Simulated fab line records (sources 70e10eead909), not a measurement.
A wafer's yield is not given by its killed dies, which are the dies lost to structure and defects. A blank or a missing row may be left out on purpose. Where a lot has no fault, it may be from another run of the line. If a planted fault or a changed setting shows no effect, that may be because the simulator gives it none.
The tool behind it: which one? :: flow nand harc :: 7 lots with 20 wafers sampled at 2 steps, on a route of 1302 steps

== WHAT THE GAUGES READ, wafer by wafer ==
NHARC_A_ONON_D1_THK_MEAS_18: measures by ellipsometry.
lot: L980
measured: day 8 05:32
on: film metro-01
thk nm (nm): 996 996 996

lot: L983
measured: day 9 16:33
on: film metro-01
thk nm (nm): 1007 1009 1007

lot: L985
measured: day 10 17:06
on: film metro-02
thk nm (nm): 1010 1012 1009

lot: L990
measured: day 13 01:48
on: film metro-01
thk nm (nm): 987 987 986

lot: L994
measured: day 14 06:42
on: film metro-01
thk nm (nm): 1006 1006 1007

lot: L100
measured: day 17 07:30
on: film metro-01
thk nm (nm): 656 656

lot: L102
measured: day 17 20:37
on: film metro-02
thk nm (nm): 1006 1007 681

== WHAT TOOL EACH LOT RAN ON (gives the tool, then ch and the chambers of the sampled wafers, and finally the start) ==
lot: L980
NHARC_A_ONON_D1_DEP_16: pecvd onon-03 ch 0, day 8 05:02

lot: L983
NHARC_A_ONON_D1_DEP_16: pecvd onon-03 ch 0, day 9 16:09

lot: L985
NHARC_A_ONON_D1_DEP_16: pecvd onon-04 ch 0, day 10 16:39

lot: L990
NHARC_A_ONON_D1_DEP_16: pecvd onon-03 ch 0, day 13 01:28

lot: L994
NHARC_A_ONON_D1_DEP_16: pecvd onon-02 ch 0, day 14 06:18

lot: L100
NHARC_A_ONON_D1_DEP_16: pecvd onon-03 ch 0, day 17 07:13

lot: L102
NHARC_A_ONON_D1_DEP_16: pecvd onon-03 ch 0, day 17 20:07
- NHARC_A_ONON_D1_DEP_16: target thk 1000 nm.

== THE ANSWER, worked out from the rows above alone ==
Rule: the lots themselves supply what counts as usual. Put in order of their means at a reading, lots are off if they are a third of the lots or fewer, leave a main group of 4 or more, and stand apart from it by a gap of 3 or more times the standard deviation of the main group's means; of several such gaps the widest counts. A main group is skipped when, at the precision printed for the reading in the tables above, its means are all equal. Also off: a lot with no number at a reading for which 4 or more lots have one. All remaining lots with rows at the step are treated as sound.
Off at NHARC_A_ONON_D1_THK_MEAS_18 (thk nm): L100, L102. For the main group the mean is 1001 nm and the standard deviation 8.8.
A tool fits if, at a process step before that reading, it ran every lot that is off, and no sound lot after the first of them. Those tools and the gauges at NHARC_A_ONON_D1_THK_MEAS_18 are tried in the same way. One fits: NHARC_A_ONON_D1_DEP_16 on pecvd onon-03. Its last sound lot is L990 (day 13 01:28), its first lot that is off L100 (day 17 07:13): a fault that began between those two fits.

== WHAT HAD BEEN PUT IN BY THE SIMULATOR ==
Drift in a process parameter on pecvd onon-03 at NHARC_A_ONON_D1_DEP_16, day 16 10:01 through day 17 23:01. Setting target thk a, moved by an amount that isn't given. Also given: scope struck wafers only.
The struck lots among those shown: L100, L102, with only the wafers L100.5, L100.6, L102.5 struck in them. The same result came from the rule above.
